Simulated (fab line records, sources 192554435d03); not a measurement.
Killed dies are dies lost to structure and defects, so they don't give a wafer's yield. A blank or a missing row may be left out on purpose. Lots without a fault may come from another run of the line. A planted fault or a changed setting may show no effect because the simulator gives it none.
A struck lot beside a sound one | flow n5_finfet | 37 steps out of a route of 1938
Sound: wafers L702.2, L702.4, L702.6. Struck: wafers L719.1, L719.3, L719.4. The cause comes at the end.
At each step with rows: each side's tool, then ch and its chambers, then its first start. Under that, the readings that differ: sound wafers | struck wafers | difference of the means | sigmas: that difference in standard deviations of wafers without a fault.
alike: readings whose means differ by less than 2 such deviations, and words and numbers that are the same on both sides. not compared: withheld readings, readings that some wafer has no value for, bounds like >300 that may hide the same value, and numbers for which the record gives no deviation and whose values overlap.
The two part at a step that has a row with sigmas, a row that says differs or no value, or rows on one side only. Numbers that don't overlap but have no deviation are shown without sigmas and don't part them. A reading that every wafer of one side lacks parts them only if that side has two wafers or more.

first, 10 steps without rows for these wafers: N5_MOL_CONTACT_COAG_DESCUM_13 (chemistry O2, time 7 s); N5_MOL_CONTACT_COAG_ETCH_59 (etches underlayer in N2/H2, target depth 13 nm, time 10.4 s); N5_MOL_CONTACT_COAG_ETCH_105 (etches SiARC in CF4, target depth 15.6 nm, time 26 s); N5_MOL_CONTACT_COAG_ETCH_106 (etches SOC in N2/H2, target depth 80 nm, overetch 16 nm, time 120 s); N5_MOL_CONTACT_COAG_STRIP_107 (strips in N2/H2); N5_MOL_CONTACT_COAG_STRIP_108 (strips in N2/H2); N5_MOL_CONTACT_COAG_CONTACT_ETCH_14 (etches SiO2 in C4F6/O2, target depth 27.5 nm, overetch 8.5 nm, time 20 s); N5_MOL_CONTACT_COAG_STRIP_109 (strips in C4F6/O2); N5_MOL_CONTACT_COAG_ETCH_15 (etches SiNx in CH3F/O2, stops on Si:P, target depth 7 nm); N5_MOL_CONTACT_COAG_ETCH_110 (etches Si in CF4/O2, target depth 2.5 nm, time 8 s).
N5_MOL_CONTACT_COAG_STRIP_98: strips in N2/H2.
  sound on rie_diel-01 ch 0,2,3, day 5 09:31; struck on rie_diel-06 ch 0,1,2, day 9 17:15
  alike: chamber_pressure_mTorr, drypump_motor_current_A, oes_product_au, rf_vpp_V, showerhead_plenum_p_Torr, throttle_valve_pct
  not compared: rf_hours_counter_h
then, 25 steps without rows for these wafers: N5_MOL_CONTACT_COAG_IMPLANT_129; N5_MOL_CONTACT_COAG_PRECLEAN_111 (cleans in NF3:NH3, afs cycles 1, time 20 s, sublimation time 60 s); N5_MOL_CONTACT_COAG_TI_SIL_19 (material Ti, target thk 4.2 nm, time 15 s); N5_MOL_CONTACT_COAG_ALD_20 (deposits TiN, target thk 1.5 nm, pulse time 1 s, purge time 3 s); N5_MOL_CONTACT_COAG_SIL_ANNEAL_21 (time 60 s); N5_MOL_CONTACT_COAG_PRE_CLEAN_141 (time 60 s); N5_MOL_CONTACT_COAG_SPUTTER_143 (material Co, target thk 2.5 nm); N5_MOL_CONTACT_COAG_CO_FILL_22 (material Co, precursor CCTBA/H2, target thk 20 nm); N5_MOL_CONTACT_COAG_ANNEAL_113 (time 300 s); N5_MOL_CONTACT_COAG_PRE_CLEAN_142 (time 60 s); N5_MOL_CONTACT_COAG_SPUTTER_130 (material Co, target thk 47.5 nm); N5_MOL_CONTACT_COAG_PRECLEAN_125 (cleans in DIW, time 57.5 s); N5_MOL_CONTACT_COAG_SRD_126 (dry time 32 s); N5_MOL_CONTACT_COAG_CMP_23 (polishes, stops on SiO2, t overpolish 1.5 s, target thk 0 nm); N5_MOL_CONTACT_COAG_WET_ETCH_26 (target Co, target depth 13 nm); N5_MOL_CONTACT_COAG_WET_ETCH_116 (etches the open film in SC1-inhibited, target depth 4.6 nm, rinse time 30 s); N5_MOL_CONTACT_COAG_ALD_27 (deposits SiOC, target thk 17 nm, pulse time 1.5 s, time 2720 s); N5_MOL_CONTACT_COAG_CMP_28 (polishes, stops on SiNx, t overpolish 0.85 s, target thk 14.522 nm); N5_MOL_CONTACT_COAG_ALD_123 (deposits SiNx, target thk 5 nm, pulse time 1 s, purge time 2 s); N5_MOL_CONTACT_COAG_PECVD_31 (deposits SiO2 from TEOS/O2, target thk 46 nm, time 8.9 s); N5_MOL_CONTACT_COAG_COAT_75 (time 60 s, resist thk 60 nm); N5_MOL_CONTACT_COAG_COAT_76 (time 60 s, resist thk 10 nm); N5_MOL_CONTACT_COAG_COAT_77 (time 60 s, resist thk 10 nm); N5_MOL_CONTACT_COAG_COAT_78 (resist thk 40 nm); N5_MOL_CONTACT_COAG_EBR_80.
-- the record jumps here: 8 days lie between the struck wafers' starts before and after (it left off in module MOL_CONTACT_COAG and takes up again in module PASSIVATION, whose first step shown is number 1936 of the route) --
N5_PASSIVATION_PROBE_49:
  the record has rows for the struck wafers here (prober-01, day 17 10:42) and none for the sound ones

WHERE THEY PART
Only at N5_PASSIVATION_PROBE_49, within this record.

WHY: what the simulator had put in
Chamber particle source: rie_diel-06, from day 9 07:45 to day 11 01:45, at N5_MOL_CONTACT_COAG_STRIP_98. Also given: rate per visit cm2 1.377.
